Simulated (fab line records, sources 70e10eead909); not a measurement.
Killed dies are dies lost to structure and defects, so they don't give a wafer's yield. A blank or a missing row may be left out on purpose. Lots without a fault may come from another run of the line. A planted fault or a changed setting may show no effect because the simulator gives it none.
fab line records | flow nand_harc
record lots=5 wafers=15 last_day=25
route steps=1159 shown A_STAIRCASE@639
lots that met no fault: from a run of the same line without faults
start_h: hours from the record's first day to the start of the lot's first wafer shown | wait_h: hours since the lot's step before | " the same as in the row above | L1.1+2: a row that stands for several wafers | - no value, or no start given | * or withheld: withheld | < > ~ a bound
route shown NAME@n: a module of which the file shows steps, and the number in the route of the first | usual: mean/standard deviation of fault-free wafers | same: alike in all rows | chamber/n: place in a boat | sites: the reading at each site | _std_site: their standard deviation | _edge_site: outer sites' mean less inner sites' | radius_mm: how far each site lies from the wafer's centre | mask NAME#n: copy n | behind: the tool/chamber that last shaped the wafer | hold: why the lot was held/for how many hours/how that ended | device: the transistor (n, p or np) that didn't switch | end of line: the same wafers' tests at the end of the route | a step without rows: its recipe alone | killed: dies lost to structure and defects at the first sort, not the wafer's yield | map: a wafer's dies, x killed, . not, _ none there
set.NAME: the setting as run; set.NAME@STEP: as run at that earlier step | model.NAME: the simulator's own value behind a step, which no gauge read
lots at some steps of the route; a table a step, a row a wafer
services: from which hour (start_h, from the record's first day; less than 0 if before it) a tool's chamber was out of use, for how many hours, and why
## steps
# step NHARC_A_STAIRCASE_SOFTBAKE_245
# recipe temp_c=135 time_s=170
# columns lot.wafer tool chamber start_h wait_h
L077.2+4+5 litho_track-05 0 - -
L086.1+2+5 litho_track-02 0 - -
L090.1+3+4 litho_track-05 0 - -
L095.3+5+6 litho_track-05 0 - -
L097.3+4+6 litho_track-05 0 - -
# step NHARC_A_STAIRCASE_EBR_246
# columns lot.wafer tool chamber start_h wait_h
L077.2+4+5 litho_track-05 0 - -
L086.1+2+5 litho_track-02 0 - -
L090.1+3+4 litho_track-05 0 - -
L095.3+5+6 litho_track-05 0 - -
L097.3+4+6 litho_track-05 0 - -
# step NHARC_A_STAIRCASE_EXPOSE_247
# recipe na=0.5 dose_mj=25.34 mask_id=SDS_1
# columns lot.wafer tool chamber start_h wait_h mask
L077.2+4+5 krf_scanner-01 0 262.93 - SDS_1#0
L086.1+2+5 krf_scanner-04 0 327.19 - SDS_1#0
L090.1+3+4 krf_scanner-04 0 359.23 - SDS_1#0
L095.3+5+6 krf_scanner-01 0 374.00 - SDS_1#0
L097.3+4+6 krf_scanner-01 0 387.26 - SDS_1#0
# step NHARC_A_STAIRCASE_PEB_248
# recipe peb_temp_c=115 peb_time_s=130
# columns lot.wafer tool chamber start_h wait_h
L077.2+4+5 litho_track-02 0 262.99 0.1
L086.1+2+5 litho_track-02 0 327.26 0.1
L090.1+3+4 litho_track-05 0 359.29 0.1
L095.3+5+6 litho_track-07 0 374.06 0.1
L097.3+4+6 litho_track-05 0 387.32 0.0
# step NHARC_A_STAIRCASE_DEVELOP_249
# recipe time_s=140
# columns lot.wafer tool chamber start_h wait_h
L077.2+4+5 litho_track-02 0 - -
L086.1+2+5 litho_track-02 0 - -
L090.1+3+4 litho_track-05 0 - -
L095.3+5+6 litho_track-07 0 - -
L097.3+4+6 litho_track-05 0 - -
# step NHARC_A_STAIRCASE_HARDBAKE_251
# recipe temp_c=120 time_s=140
# columns lot.wafer tool chamber start_h wait_h
L077.2+4+5 litho_track-07 0 263.21 -
L086.1+2+5 litho_track-05 0 327.47 -
L090.1+3+4 litho_track-07 0 359.51 -
L095.3+5+6 litho_track-05 0 374.29 -
L097.3+4+6 litho_track-05 0 387.54 -
# step NHARC_A_STAIRCASE_DESCUM_252
# recipe time_s=3 o2_flow_sccm=200 ar_flow_sccm=0 bias_power_w=0 chemistry=O2
# usual chamber_pressure_mTorr=60.01/0.14 drypump_motor_current_A=5.7/0.4 oes_product_au=0.995/0.01 rf_vpp_V=57.9/0.83 showerhead_plenum_p_Torr=1.91/0.091 throttle_valve_pct=11.312/0.0091
# columns lot.wafer tool chamber start_h wait_h chamber_pressure_mTorr drypump_motor_current_A oes_product_au rf_hours_counter_h rf_vpp_V showerhead_plenum_p_Torr throttle_valve_pct
L077.4 rie_diel-02 2 263.32 - 60.00 5.0 1.013 41 58.9 2.06 11.309
L077.2 " 3 " " 59.99 6.4 1.006 40 57.5 1.77 11.323
L077.5 " 1 " " 60.06 6.1 1.001 - 58.0 1.93 11.316
L086.2 rie_diel-05 3 327.57 - 59.95 5.3 0.996 52 58.9 1.96 11.311
L086.1 " 2 " " 60.12 5.7 0.991 48 57.7 1.96 11.305
L086.5 " 3 " " 59.97 5.3 0.991 - 56.1 1.96 11.308
L090.4 rie_diel-13 0 359.64 - 60.01 5.6 0.997 31 57.0 1.90 11.305
L090.3 " 2 " " 60.10 5.3 1.023 25 57.6 1.97 11.318
L090.1 " 3 " " 60.00 6.1 1.002 31 56.8 1.77 11.328
L095.3 rie_diel-02 0 374.39 - 59.95 5.6 0.993 17 59.0 1.95 11.309
L095.5 " 2 " " 60.04 5.0 1.000 - 58.9 2.05 11.306
L095.6 " 3 " " 60.13 6.3 1.007 - 57.1 2.07 11.314
L097.3 rie_diel-02 1 387.63 - 60.08 6.1 0.988 24 58.0 1.91 11.317
L097.4 " 2 " " 59.96 5.0 0.999 24 57.0 2.05 11.312
L097.6 " 0 " " 59.89 5.6 1.003 - 57.4 1.95 11.306
# step NHARC_A_STAIRCASE_ETCH_253
# recipe target_depth_a=500 time_s=20.2 ion_energy_ev=400 c4f8_flow_sccm=20 o2_flow_sccm=10 ar_flow_sccm=withheld rf_w=600 bias_w=1000 chemistry=C4F8/O2
# usual chamber_pressure_mTorr=25.003/0.022 oes_product_au=0.951/0.019 rf_vpp_V=896/5.9
# columns lot.wafer tool chamber start_h wait_h chamber_pressure_mTorr oes_product_au rf_hours_counter_h rf_vpp_V
L077.2 rie_diel-02 2 263.39 0.1 25.023 0.987 41 904
L077.4 " 1 " " 24.982 0.965 41 896
L077.5 " 3 " " 24.968 0.974 - 887
L086.1 rie_diel-05 1 327.67 0.1 24.983 0.975 58 891
L086.2 " 2 " " 25.008 0.958 48 898
L086.5 " 3 " " 25.003 0.949 - 899
L090.1 rie_diel-13 1 359.74 0.1 25.002 0.915 31 886
L090.3 " 2 " " 25.026 0.940 25 900
L090.4 " 0 " " 24.983 0.929 31 895
L095.3 rie_diel-02 1 374.47 0.1 25.008 0.980 17 898
L095.6 " 3 " " 24.991 0.967 - 905
L095.5 " 0 " " 24.950 0.964 - 899
L097.3 rie_diel-02 1 387.71 0.1 24.997 0.932 24 895
L097.4 " 2 " " 25.041 0.940 24 903
L097.6 " 2 " " 25.001 0.931 - 905
# step NHARC_A_STAIRCASE_STRIP_254
# recipe power_w=1500 temp_c=250 chemistry=O2
# usual drypump_motor_current_A=5.59/0.29 heater_power_w=344/32
# columns lot.wafer tool chamber start_h wait_h drypump_motor_current_A heater_power_w rf_hours_counter_h
L077.2 plasma_asher-01 1 263.58 - 5.20 363 58
L077.4 " 0 " " 5.48 381 -
L077.5 " 1 " " 5.21 365 -
L086.2 plasma_asher-01 1 327.76 - 5.19 368 13
L086.1 " 0 " " 5.49 362 13
L086.5 " 0 " " 5.49 375 -
L090.1 plasma_asher-01 1 359.88 - 5.20 372 19
L090.4 " 0 " " 5.49 380 -
L090.3 " 1 " " 5.20 369 -
L095.3 plasma_asher-02 0 374.99 - 5.94 307 -
L095.6 " 1 " " 5.87 315 -
L095.5 " 0 " " 5.91 298 -
L097.4 plasma_asher-01 0 387.89 - 5.49 366 -
L097.3 " 1 " " 5.21 372 -
L097.6 " 0 " " 5.48 373 -
# step NHARC_A_STAIRCASE_STRIP_255
# recipe time_s=900 temp_c=130 chemistry=SPM
# usual bath_heat_duty_pct=14.4/1.6
# columns lot.wafer tool chamber start_h wait_h bath_heat_duty_pct
L077.5 wet_bench-02 5 263.89 0.1 16.9
L077.4 " 6 " " 13.9
L077.2 " 0 " " 12.2
L086.1 wet_bench-04 5 328.11 0.3 16.3
L086.2 " 6 " " 12.9
L086.5 " 7 " " 15.7
L090.3 wet_bench-04 7 360.18 0.2 14.7
L090.1 " 1 " " 15.0
L090.4 " 2 " " 18.8
L095.3 wet_bench-07 2 375.20 0.2 15.3
L095.5 " 4 " " 13.6
L095.6 " 5 " " 17.0
L097.3 wet_bench-02 2 388.16 0.2 16.0
L097.4 " 3 " " 13.9
L097.6 " 5 " " 16.6
## services
# columns tool chamber start_h hours kind
rie_diel-05 3 249.08 2.5 repair
krf_scanner-01 - 256.00 4.0 pm
rie_diel-02 0 258.08 - clean
rie_diel-02 1 258.08 - clean
plasma_asher-02 - 265.54 3.1 repair
wet_bench-07 - 272.04 8.0 pm
plasma_asher-01 - 276.14 9.0 pm
rie_diel-13 - 276.17 9.0 pm
krf_scanner-01 - 276.53 0.8 repair
rie_diel-02 0 297.39 8.6 repair
rie_diel-13 3 306.33 3.1 repair
krf_scanner-04 - 316.98 4.0 pm
rie_diel-02 - 327.74 9.0 pm
wet_bench-07 - 330.03 2.9 repair
wet_bench-04 - 339.20 8.0 pm
litho_track-02 - 340.00 7.0 pm
rie_diel-05 - 340.66 9.0 pm
rie_diel-02 3 340.85 15.6 repair
plasma_asher-01 - 349.15 7.4 repair
wet_bench-02 - 356.00 8.0 pm
plasma_asher-02 - 360.03 9.0 pm
litho_track-07 - 364.00 7.0 pm
rie_diel-02 3 376.00 1.2 repair
wet_bench-07 - 379.97 1.0 repair
## key
fault none
